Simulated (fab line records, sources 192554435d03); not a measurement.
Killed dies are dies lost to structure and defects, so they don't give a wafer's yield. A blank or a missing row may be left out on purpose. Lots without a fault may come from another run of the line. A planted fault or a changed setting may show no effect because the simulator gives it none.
Chamber matching | flow n5_finfet | N5_BEOL_M14_ETCH_67 on rie_diel-04: 3 sister chambers
The step etches SiARC in CF4, target depth 143 nm, time 238.3 s. 6 wafers are shown with their chamber, then 4 later ones without.

WAFERS WITH THEIR CHAMBER
wafer  | chamber | showerhead_plenum_p_Torr (Torr) | etch_rf_on_time_s (s)
L075.1 | 2       | 2.27                            | 237
L082.2 | 0       | 2.10                            | 233
L082.5 | 2       | 2.26                            | 239
L082.6 | 3       | 2.03                            | 234
L094.2 | 3       | 2.28                            | 229
L094.4 | 0       | 2.10                            | 232

WAFERS WITHOUT THEIR CHAMBER
wafer  | showerhead_plenum_p_Torr (Torr) | etch_rf_on_time_s (s)
L094.6 | 2.10                            | 232
L096.2 | 2.09                            | 233
L096.4 | 2.25                            | 241
L095.6 | 2.09                            | 234

WHICH CHAMBER EACH WENT THROUGH
wafer  | from the rows above          | in truth
L094.6 | can't be placed: 0 or 3      | 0
L096.2 | can't be placed: 0 or 3      | 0
L096.4 | 2                            | 2
L095.6 | can't be placed: 0 or 3 or 2 | 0
Placed correctly: 1 of 4. Can't be placed from these rows: 3 (the true chamber is among the candidates in 3). Placed wrongly: 0.
How it was worked out, from the rows above alone: a wafer's distance from a chamber is the root of the sum, over the readings, of the square of ((its reading less the chamber's mean) divided by the reading's scatter). The wafer belongs to the nearest chamber; if the next one is less than 2 further off, it can't be placed. A chamber's mean is the mean of its shown wafers. The scatter: the root of (the sum of the squares of (reading less its chamber's mean) over the shown wafers, divided by (wafers less chambers)).
